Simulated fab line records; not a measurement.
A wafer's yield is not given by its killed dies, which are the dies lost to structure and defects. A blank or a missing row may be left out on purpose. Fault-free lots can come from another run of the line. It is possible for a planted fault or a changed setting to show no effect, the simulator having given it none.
Chamber matching | flow n5 finfet | N5_GATE_CUT_ETCH_19 on rie diel-05: 4 sister chambers
The step etches SiNx in CH3F/O2, target depth 53.7 nm, time 76.7 s. 20 wafers are shown with their chamber, then 10 later ones without.

== EACH WAFER AND ITS CHAMBER ==
wafer  | chamber | showerhead plenum p Torr (Torr) | drypump motor current A (A) | rf vpp V (V)
L074.2 | 1       | 1.96                            | 6.1                         | 293
L074.3 | 3       | 2.06                            | 6.2                         | 289
L074.5 | 3       | 2.06                            | 6.2                         | 289
L078.2 | 1       | 1.95                            | 6.2                         | 293
L078.3 | 3       | 2.05                            | 6.2                         | 288
L078.6 | 3       | 2.05                            | 6.3                         | 287
L080.2 | 2       | 2.01                            | 5.3                         | 307
L080.3 | 1       | 1.95                            | 6.1                         | 295
L080.6 | 1       | 1.95                            | 6.1                         | 293
L083.1 | 3       | 2.05                            | 6.2                         | 287
L083.2 | 1       | 1.95                            | 6.2                         | 294
L083.6 | 2       | 2.01                            | 5.3                         | 306
L085.1 | 3       | 2.05                            | 6.2                         | 289
L085.2 | 1       | 1.95                            | 6.2                         | 295
L085.3 | 2       | 2.01                            | 5.3                         | 308
L088.1 | 1       | 1.95                            | 6.1                         | 296
L088.4 | 2       | 2.01                            | 5.3                         | 307
L088.5 | 1       | 1.95                            | 6.1                         | 295
L090.3 | 1       | 1.95                            | 6.1                         | 295
L090.4 | 0       | 2.04                            | 5.9                         | 302

SIGNATURES (averages over the wafers above)
reading                  | chamber 0 | chamber 1 | chamber 2 | chamber 3 | scatter within a chamber
showerhead plenum p Torr | 2.0400    | 1.9511    | 2.0100    | 2.0533    | 0.00373
drypump motor current A  | 5.900     | 6.133     | 5.300     | 6.217     | 0.0421
rf vpp V                 | 302.00    | 294.33    | 307.00    | 288.17    | 1.03
Rule: a wafer's distance from a chamber is the root of the sum, over the readings, of the square of ((its reading less the chamber's mean) divided by the reading's scatter). If the next closest chamber is less than 2 further off than the closest, the wafer can't be placed; otherwise it belongs to the closest. The scatter is the square root of a quotient: the sum, over the shown wafers, of each reading's squared deviation from its chamber's mean, divided by wafers minus chambers.

== WAFERS WHOSE CHAMBER IS MISSING ==
wafer  | showerhead plenum p Torr (Torr) | drypump motor current A (A) | rf vpp V (V)
L090.5 | 2.01                            | 5.3                         | 308
L095.1 | 1.94                            | 6.1                         | 293
L095.3 | 2.00                            | 5.3                         | 307
L095.6 | 2.00                            | 5.3                         | 307
L096.2 | 2.00                            | 5.3                         | 307
L096.5 | 2.04                            | 6.2                         | 288
L096.6 | 2.04                            | 5.9                         | 301
L097.1 | 1.94                            | 6.1                         | 295
L097.4 | 2.04                            | 6.2                         | 287
L097.6 | 2.00                            | 5.3                         | 305

== THE CHAMBER EACH PASSED THROUGH ==
wafer  | from the rows above | in truth
L090.5 | 2                   | 2
L095.1 | 1                   | 1
L095.3 | 2                   | 2
L095.6 | 2                   | 2
L096.2 | 2                   | 2
L096.5 | 3                   | 3
L096.6 | 0                   | 0
L097.1 | 1                   | 1
L097.4 | 3                   | 3
L097.6 | 2                   | 2
Placed correctly: 10 of 10. Left unplaced by these rows: 0. 0 placed wrongly.
